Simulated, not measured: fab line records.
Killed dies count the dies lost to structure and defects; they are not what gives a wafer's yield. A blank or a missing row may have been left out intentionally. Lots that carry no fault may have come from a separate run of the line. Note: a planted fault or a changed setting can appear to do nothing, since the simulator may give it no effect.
Lot-split experiment / flow n5 finfet / on a route of 1938 steps: 7 lots, 21 wafers read

== SPLIT DETAILS ==
At N5_ZERO_LAYER_PECVD_02 (deposits SiO2 from SiH4/N2O, target thk 10 nm, time 6 s), the setting time s was moved away from the recipe's 6 s on 8 of the 21 wafers read, by -9.4% to +10.7%. For the rest of the wafers, this setting stayed at what the recipe calls for.

The split's own step is where the reading is taken.

== THE READING ==
SiO2_of_ZERO_LAYER_PECVD_02.thk nm (the simulator's own value, which no gauge read), in nm, at N5_ZERO_LAYER_PECVD_02 (deposits SiO2 from SiH4/N2O, target thk 10 nm, time 6 s). There is no usual value for it anywhere in the file. Average 10.026 nm, standard deviation 0.12 nm, over the 13 wafers here run with the recipe.

wafer=L078.2; tool, chamber at the split=pecvd-04, 0; time s as run, s=6; against the recipe=recipe; SiO2_of_ZERO_LAYER_PECVD_02.thk nm, nm=10.12; against lot-mates on the recipe=-
wafer=L078.5; tool, chamber at the split=pecvd-04, 2; time s as run, s=6; against the recipe=recipe; SiO2_of_ZERO_LAYER_PECVD_02.thk nm, nm=10.34; against lot-mates on the recipe=-
wafer=L078.6; tool, chamber at the split=pecvd-04, 1; time s as run, s=6; against the recipe=recipe; SiO2_of_ZERO_LAYER_PECVD_02.thk nm, nm=9.965; against lot-mates on the recipe=-
wafer=L081.1; tool, chamber at the split=pecvd-02, 2; time s as run, s=6; against the recipe=recipe; SiO2_of_ZERO_LAYER_PECVD_02.thk nm, nm=9.994; against lot-mates on the recipe=-
wafer=L081.4; tool, chamber at the split=pecvd-02, 1; time s as run, s=6.241; against the recipe=+4.0%; SiO2_of_ZERO_LAYER_PECVD_02.thk nm, nm=10.35; against lot-mates on the recipe=+0.356
wafer=L081.5; tool, chamber at the split=pecvd-02, 0; time s as run, s=6.241; against the recipe=+4.0%; SiO2_of_ZERO_LAYER_PECVD_02.thk nm, nm=10.46; against lot-mates on the recipe=+0.466
wafer=L083.1; tool, chamber at the split=pecvd-01, 0; time s as run, s=6; against the recipe=recipe; SiO2_of_ZERO_LAYER_PECVD_02.thk nm, nm=10.11; against lot-mates on the recipe=-
wafer=L083.2; tool, chamber at the split=pecvd-01, 1; time s as run, s=6; against the recipe=recipe; SiO2_of_ZERO_LAYER_PECVD_02.thk nm, nm=10.01; against lot-mates on the recipe=-
wafer=L083.3; tool, chamber at the split=pecvd-01, 2; time s as run, s=5.435; against the recipe=-9.4%; SiO2_of_ZERO_LAYER_PECVD_02.thk nm, nm=9.064; against lot-mates on the recipe=-0.996
wafer=L088.4; tool, chamber at the split=pecvd-01, 0; time s as run, s=6; against the recipe=recipe; SiO2_of_ZERO_LAYER_PECVD_02.thk nm, nm=9.976; against lot-mates on the recipe=-
wafer=L088.5; tool, chamber at the split=pecvd-01, 2; time s as run, s=6; against the recipe=recipe; SiO2_of_ZERO_LAYER_PECVD_02.thk nm, nm=9.954; against lot-mates on the recipe=-
wafer=L088.6; tool, chamber at the split=pecvd-01, 1; time s as run, s=5.539; against the recipe=-7.7%; SiO2_of_ZERO_LAYER_PECVD_02.thk nm, nm=9.301; against lot-mates on the recipe=-0.664
wafer=L089.2; tool, chamber at the split=pecvd-04, 1; time s as run, s=6; against the recipe=recipe; SiO2_of_ZERO_LAYER_PECVD_02.thk nm, nm=9.933; against lot-mates on the recipe=-
wafer=L089.3; tool, chamber at the split=pecvd-04, 0; time s as run, s=6.644; against the recipe=+10.7%; SiO2_of_ZERO_LAYER_PECVD_02.thk nm, nm=11.24; against lot-mates on the recipe=+1.307
wafer=L089.5; tool, chamber at the split=pecvd-04, 2; time s as run, s=6.644; against the recipe=+10.7%; SiO2_of_ZERO_LAYER_PECVD_02.thk nm, nm=11.1; against lot-mates on the recipe=+1.167
wafer=L090.1; tool, chamber at the split=pecvd-01, 1; time s as run, s=5.487; against the recipe=-8.6%; SiO2_of_ZERO_LAYER_PECVD_02.thk nm, nm=9.182; against lot-mates on the recipe=-0.878
wafer=L090.2; tool, chamber at the split=pecvd-01, 0; time s as run, s=6; against the recipe=recipe; SiO2_of_ZERO_LAYER_PECVD_02.thk nm, nm=10.06; against lot-mates on the recipe=-
wafer=L090.4; tool, chamber at the split=pecvd-01, 1; time s as run, s=5.487; against the recipe=-8.6%; SiO2_of_ZERO_LAYER_PECVD_02.thk nm, nm=9.4; against lot-mates on the recipe=-0.660
wafer=L093.1; tool, chamber at the split=pecvd-02, 0; time s as run, s=6; against the recipe=recipe; SiO2_of_ZERO_LAYER_PECVD_02.thk nm, nm=9.849; against lot-mates on the recipe=-
wafer=L093.2; tool, chamber at the split=pecvd-02, 2; time s as run, s=6; against the recipe=recipe; SiO2_of_ZERO_LAYER_PECVD_02.thk nm, nm=9.965; against lot-mates on the recipe=-
wafer=L093.6; tool, chamber at the split=pecvd-02, 0; time s as run, s=6; against the recipe=recipe; SiO2_of_ZERO_LAYER_PECVD_02.thk nm, nm=10.06; against lot-mates on the recipe=-

THE FIT
A straight line over all 21 wafers: SiO2_of_ZERO_LAYER_PECVD_02.thk nm changes by +0.0986 nm for each +1% of time s; r = +0.98; the points scatter about the line by 0.11 nm.
The same after taking each lot's own level away (the mean of its wafers on the recipe; 21 wafers): +0.104 nm for each +1%; r = +0.98; scatter 0.1 nm.
On that fit, the largest move of time s shifts the reading by 1.1 nm.
Across the lots, their own levels run from 9.9330 to 10.1417 nm, a range of 1.8 times the standard deviation given above.
So the lot-to-lot level changes the slope little: the two slopes agree.
Check: for one of the wafers moved furthest among these (+10.7%), held out of the fit, the line's prediction against its lot-mates is +1.08 nm. Against them it came out at +1.31 nm.

== THE FILE'S OWN FIT ==
SiO2_of_ZERO_LAYER_PECVD_02.thk nm changes by +0.102 nm for each +1% of time s, r = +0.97.
